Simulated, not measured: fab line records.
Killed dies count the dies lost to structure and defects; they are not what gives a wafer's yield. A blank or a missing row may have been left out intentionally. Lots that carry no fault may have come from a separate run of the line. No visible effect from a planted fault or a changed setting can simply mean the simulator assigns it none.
Struck lot and sound lot, side by side ; flow nandHarc ; 15 steps out of a route of 1302
Sound: wafers L345.1, L345.5, L345.6. Struck: wafers L353.3, L353.4, L353.6. The cause is given at the end.
At each step with rows: each side's tool, then ch and its chambers, then its first start. Under that, the readings that differ: sound wafers ; struck wafers ; difference of the means ; sigmas: that difference in standard deviations of wafers without a fault.
alike: words and numbers the same on both sides, and readings whose means are apart by under 2 such deviations; not compared: readings that were withheld, readings missing a value for some wafer, numbers with overlapping values and no deviation given by the record, and bounds like >300 which may hide the same value.
A row with sigmas, a row that says differs or no value, or rows on one side alone: a step with any of these is where the two part. Non-overlapping numbers with no deviation appear without sigmas and do not part them. A reading that every wafer of one side lacks parts them only if that side has two wafers or more.

first, 3 steps without rows for these wafers: NHARC_P_GATE_EXPOSE_08 (exposes mask P HV); NHARC_P_GATE_PEB_09 (peb time 85 s); NHARC_P_GATE_DEVELOP_10 (time 70 s).
NHARC_P_GATE_CD_MEAS_11: the cd target is 1640 nm.
  sound on cdSem-03 ch 0, day 4 15:41; struck on cdSem-01 ch 0, day 7 22:23
  alike: cdNm
then, 1 step without rows for these wafers: NHARC_P_GATE_HARDBAKE_12 (time 80 s).
NHARC_P_GATE_DESCUM_13: chemistry O2, time 3 s.
  sound on rieDiel-07 ch 2,3, day 4 15:51; struck on rieDiel-10 ch 0,1, day 7 22:32
  alike: drypumpMotorCurrentA, oesProductAu, rfVppV, showerheadPlenumPTorr, throttleValvePct
  not compared: rfHoursCounterH
then, 6 steps without rows for these wafers: NHARC_P_GATE_ETCH_14 (etches SiO2 in dHF, target depth 48.8 nm); NHARC_P_GATE_STRIP_15 (strips in SPM, time 780 s); NHARC_P_GATE_PRECLEAN_71 (cleans in SC1); NHARC_P_GATE_SRD_72; NHARC_P_GATE_OXIDE_16 (material SiO2, target thk 3 nm, ox time 392 s); NHARC_P_GATE_CVD_17 (deposits poly-Si, target thk 150 nm, time 900 s).
NHARC_P_GATE_HM_DEP_102: deposits aC, target thk 120 nm.
  sound on aclDep-01 ch 0, day 5 04:17; struck on aclDep-02 ch 0, day 8 14:04
  alike: throttleValvePct
NHARC_P_GATE_DEP_103: deposits SiON, target thk 30 nm.
  sound on pecvd-03 ch 0,1,2, day 5 04:58; struck on pecvd-01 ch 1,2, day 8 14:48
  alike: heaterPowerW
-- record jumps: 20 days between struck wafers' starts before vs after; left off in module P_GATE, resumes in module END, first step shown is number 1302 of the route --
NHARC_END_SORT_01:
  sound on prober-02 ch 0, day 24 16:50; struck on prober-01 ch 0, day 28 15:37
reading;sound;struck;difference;sigmas
killedAtOther;0 1 0;1 5 4;+3;+2
  alike: killedAtArray, killedAtPeriphery, killedDies, killedOpen, killedShort

## WHERE THEY PART
Only at NHARC_END_SORT_01, within this record.

WHY: the cause the simulator had injected
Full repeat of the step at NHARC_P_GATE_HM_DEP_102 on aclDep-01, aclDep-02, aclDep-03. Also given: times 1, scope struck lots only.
